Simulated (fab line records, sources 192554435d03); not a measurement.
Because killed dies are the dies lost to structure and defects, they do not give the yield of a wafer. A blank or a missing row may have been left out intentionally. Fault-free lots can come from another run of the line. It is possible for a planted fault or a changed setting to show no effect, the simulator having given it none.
Matching of chambers :: flow n5_finfet :: N5_BEOL_M3_ETCH_77 on rie_diel-06 has 4 sister chambers
The step etches underlayer in N2/H2, target depth 6.5 nm, time 5.2 s. 14 wafers are shown with their chamber, then 7 later ones without.

== WAFERS, EACH WITH ITS CHAMBER ==
wafer: L077.2
chamber: 0
drypump_motor_current_A (A): 6.7
throttle_valve_pct (%): 17.35
showerhead_plenum_p_Torr (Torr): 2.61

wafer: L077.3
chamber: 2
drypump_motor_current_A (A): 6.0
throttle_valve_pct (%): 17.83
showerhead_plenum_p_Torr (Torr): 2.65

wafer: L077.6
chamber: 2
drypump_motor_current_A (A): 5.9
throttle_valve_pct (%): 17.81
showerhead_plenum_p_Torr (Torr): 2.65

wafer: L076.2
chamber: 3
drypump_motor_current_A (A): 6.0
throttle_valve_pct (%): 17.69
showerhead_plenum_p_Torr (Torr): 2.53

wafer: L076.4
chamber: 2
drypump_motor_current_A (A): 6.0
throttle_valve_pct (%): 17.83
showerhead_plenum_p_Torr (Torr): 2.65

wafer: L076.6
chamber: 2
drypump_motor_current_A (A): 6.0
throttle_valve_pct (%): 17.84
showerhead_plenum_p_Torr (Torr): 2.65

wafer: L079.1
chamber: 2
drypump_motor_current_A (A): 5.9
throttle_valve_pct (%): 17.83
showerhead_plenum_p_Torr (Torr): 2.65

wafer: L079.4
chamber: 3
drypump_motor_current_A (A): 6.0
throttle_valve_pct (%): 17.72
showerhead_plenum_p_Torr (Torr): 2.53

wafer: L079.5
chamber: 1
drypump_motor_current_A (A): 5.2
throttle_valve_pct (%): 17.98
showerhead_plenum_p_Torr (Torr): 2.60

wafer: L089.1
chamber: 1
drypump_motor_current_A (A): 5.2
throttle_valve_pct (%): 18.02
showerhead_plenum_p_Torr (Torr): 2.60

wafer: L089.5
chamber: 1
drypump_motor_current_A (A): 5.2
throttle_valve_pct (%): 18.03
showerhead_plenum_p_Torr (Torr): 2.59

wafer: L089.6
chamber: 2
drypump_motor_current_A (A): 6.0
throttle_valve_pct (%): 17.87
showerhead_plenum_p_Torr (Torr): 2.64

wafer: L091.1
chamber: 0
drypump_motor_current_A (A): 6.6
throttle_valve_pct (%): 17.37
showerhead_plenum_p_Torr (Torr): 2.60

wafer: L091.2
chamber: 3
drypump_motor_current_A (A): 6.0
throttle_valve_pct (%): 17.73
showerhead_plenum_p_Torr (Torr): 2.52

SIGNATURES (means of the wafers above)
reading: drypump_motor_current_A
chamber 0: 6.650
chamber 1: 5.200
chamber 2: 5.967
chamber 3: 6.000
scatter within a chamber: 0.0428

reading: throttle_valve_pct
chamber 0: 17.3600
chamber 1: 18.0100
chamber 2: 17.8350
chamber 3: 17.7133
scatter within a chamber: 0.021

reading: showerhead_plenum_p_Torr
chamber 0: 2.6050
chamber 1: 2.5967
chamber 2: 2.6483
chamber 3: 2.5267
scatter within a chamber: 0.00516
Rule: for a wafer and a chamber, the distance is found by dividing, reading by reading, the gap between the wafer's reading and the chamber's mean by the reading's scatter, squaring, summing and taking the root. If the next closest chamber is less than 2 further off than the closest, the wafer can't be placed; otherwise it belongs to the closest. The scatter is the square root of a quotient: the sum, over the shown wafers, of each reading's squared deviation from its chamber's mean, divided by wafers minus chambers.

== WAFERS WHOSE CHAMBER IS MISSING ==
wafer: L091.4
drypump_motor_current_A (A): 5.1
throttle_valve_pct (%): 18.02
showerhead_plenum_p_Torr (Torr): 2.59

wafer: L092.1
drypump_motor_current_A (A): 5.9
throttle_valve_pct (%): 17.87
showerhead_plenum_p_Torr (Torr): 2.63

wafer: L092.3
drypump_motor_current_A (A): 5.2
throttle_valve_pct (%): 18.05
showerhead_plenum_p_Torr (Torr): 2.59

wafer: L092.5
drypump_motor_current_A (A): 5.2
throttle_valve_pct (%): 18.02
showerhead_plenum_p_Torr (Torr): 2.59

wafer: L095.1
drypump_motor_current_A (A): 6.0
throttle_valve_pct (%): 17.91
showerhead_plenum_p_Torr (Torr): 2.63

wafer: L095.4
drypump_motor_current_A (A): 6.6
throttle_valve_pct (%): 17.42
showerhead_plenum_p_Torr (Torr): 2.59

wafer: L095.5
drypump_motor_current_A (A): 6.0
throttle_valve_pct (%): 17.76
showerhead_plenum_p_Torr (Torr): 2.52

== CHAMBER TAKEN BY EACH ==
wafer: L091.4
from the rows above: 1
in truth: 1

wafer: L092.1
from the rows above: 2
in truth: 2

wafer: L092.3
from the rows above: 1
in truth: 1

wafer: L092.5
from the rows above: 1
in truth: 1

wafer: L095.1
from the rows above: 2
in truth: 2

wafer: L095.4
from the rows above: 0
in truth: 0

wafer: L095.5
from the rows above: 3
in truth: 3
7 of 7 placed correctly. Number that these rows cannot place: 0. 0 placed wrongly.
